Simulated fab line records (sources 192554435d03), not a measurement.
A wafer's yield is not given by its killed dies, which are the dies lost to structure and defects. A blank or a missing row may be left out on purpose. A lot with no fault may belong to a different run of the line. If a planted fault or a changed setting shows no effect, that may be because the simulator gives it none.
Matching of chambers    flow n5_finfet    N5_FIN_SAQP_SPACER1_ALD_24 on ald_sin-02: 4 sister chambers
The step deposits SiO2, target thk 20.3 nm, pulse time 1 s, purge time 2 s. 8 wafers are shown with their chamber, then 9 later ones without.

## EACH WAFER AND ITS CHAMBER
wafer   chamber  heater_power_outer_w (W)  heater_power_w (W)
L079.3  3        264                       453
L080.3  2        242                       443
L080.4  3        260                       444
L084.5  1        258                       464
L084.6  0        247                       450
L085.1  2        239                       453
L085.2  1        261                       462
L085.6  0        244                       433

## WAFERS WHOSE CHAMBER IS MISSING
wafer   heater_power_outer_w (W)  heater_power_w (W)
L093.1  246                       438
L093.4  244                       435
L093.5  263                       441
L095.4  248                       449
L095.5  262                       461
L095.6  254                       436
L097.3  274                       456
L097.4  256                       445
L097.5  240                       447

## WHICH CHAMBER EACH WENT THROUGH
wafer    from the rows above            in truth
L093.1   0                              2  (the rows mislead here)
L093.4   can't be placed: 0 or 2        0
L093.5   3                              3
L095.4   can't be placed: 0 or 2        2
L095.5   can't be placed: 1 or 3        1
L095.6   can't be placed: 0 or 3 or 1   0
L097.3   can't be placed: 3 or 1        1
L097.4   can't be placed: 3 or 1 or 0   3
L097.5   2                              2
Placed correctly: 2 of 9. Cannot be placed on the basis of these rows: 6; the candidates contain the true chamber in 6. 1 placed wrongly.
How it was worked out, from the rows above alone: a wafer's distance from a chamber is the root of the sum, over the readings, of the square of ((its reading less the chamber's mean) divided by the reading's scatter). If the next closest chamber is less than 2 further off than the closest, the wafer can't be placed; otherwise it belongs to the closest. The mean given for a chamber averages the wafers shown for that chamber. The scatter is the square root of a quotient: the sum, over the shown wafers, of each reading's squared deviation from its chamber's mean, divided by wafers minus chambers.
